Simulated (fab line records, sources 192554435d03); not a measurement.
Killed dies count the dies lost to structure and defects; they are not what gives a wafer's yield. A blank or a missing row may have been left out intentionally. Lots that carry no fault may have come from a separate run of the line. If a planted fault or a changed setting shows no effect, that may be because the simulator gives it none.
Problem report, 8D (eight disciplines) form, completed by code / flow n5 finfet / the parts of the form that need people (team, actions taken, sign-off) are left out

## 1. THE ISSUE
At N5_BEOL_M0_SAQP_CD_MEAS_14, cd nm averages 45.1 nm over 6 wafers from 2 lots, while fault-free wafers read 42.6 nm, standard deviation 0.39. Measured from the usual mean, that is +6.3 standard deviations.
The step: target cd 42.5 nm.
The first sign was on wafer L744.1 at day 6 18:30, on cd sem-03. Wafers with a number at this step in the record: 30, from 10 lots. Rule for "out" (also "out of limits"): further than 4 standard deviations from the usual mean. All remaining wafers that have a number are taken as sound.

## 2. WHAT THIS IS AND IS NOT
question=which readings at this step | is=cd nm | is not=-
question=which lots | is=L744, L745 | is not=L740, L753, L756, L758, L759, L760, L761, L762
question=which wafers of those lots | is=all that have a number | is not=-
question=read on which gauges | is=cd sem-01, cd sem-03 | is not=cd sem-02
question=when | is=from day 6 18:30 | is not=up to then (3 sound wafers); but 21 sound wafers of L753, L756, L758, L759, L760, L761, L762 came after

## 3. SUSPECTS, AND WHAT RULES EACH OUT
Counting: a tool stays on the suspect list if, at a process step up to the reading, it processed all lots that are out and no sound lot following the first of them.
- ruled out: the gauge at N5_BEOL_M0_SAQP_CD_MEAS_14. 2 gauges (cd sem-01, cd sem-03) read the wafers that are out.
- cmp-04 at N5_MOL_CONTACT_COAG_CMP_52 (polishes, stops on SiO2, t overpolish 1.5 s, target thk 66.5 nm): ruled out as a lasting fault. The sound lots L762 went through it after L744, its earliest lot that is out (day 6 13:28).
- pecvd-01 at N5_BEOL_M0_SAQP_ILD_DEP_01 (deposits SiOC from DEMS/O2, target thk 45.419 nm, time 8.7 s): ruled out as a lasting fault. The sound lots L756, L759 went through it after L744, its earliest lot that is out (day 6 17:09).
- pecvd-02 at N5_BEOL_M0_SAQP_HM_DEP_111 (deposits SiO2 from SiH4/N2O, target thk 12 nm, time 7.2 s): ruled out as a lasting fault. The sound lots L756, L758, L761, L762 went through it after L744, its earliest lot that is out (day 6 18:11).
- litho track-05 at N5_BEOL_M0_SAQP_PEB_12 (peb time 60 s): ruled out as a lasting fault. The sound lots L761, L762 went through it after L744, its earliest lot that is out (day 6 18:26).
Left after counting: nothing in the record.

## 4. THE CAUSE (what the simulator had put in)
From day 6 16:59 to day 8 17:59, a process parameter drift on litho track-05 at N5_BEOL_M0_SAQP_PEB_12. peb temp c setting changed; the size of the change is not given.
The count ruled it out by mistake, since the rule takes a fault to strike every lot its tool runs from the start of the fault on, and this one did not do so.

## 5. THE CHAIN OF EFFECTS, in route order
Each row: a reading where the mean over the struck wafers with a number is more than 3 standard deviations away from the usual. Only readings whose record carries a usual standard deviation are examined. hours: median over the lots of the time between each lot's start at the first step of this table that gives one and its start at this step. sigmas: the change, counted in usual standard deviations.
hours=0; step=N5_BEOL_M0_SAQP_CD_MEAS_14; reading=cd nm; usual=42.6 nm; on struck wafers=45.1; change=+2.5; sigmas=+6.3
Later steps that measure or inspect, where all struck wafers having a row at the step show a number for every such reading and not one has moved that far: N5_BEOL_M4_RC_MEAS_101.

## 6. HOW IT WOULD HAVE BEEN CAUGHT EARLIER
2 hours passed between the start of the fault at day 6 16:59 and the first reading out of limits at a measuring or inspecting step in this record, taken at day 6 18:30.
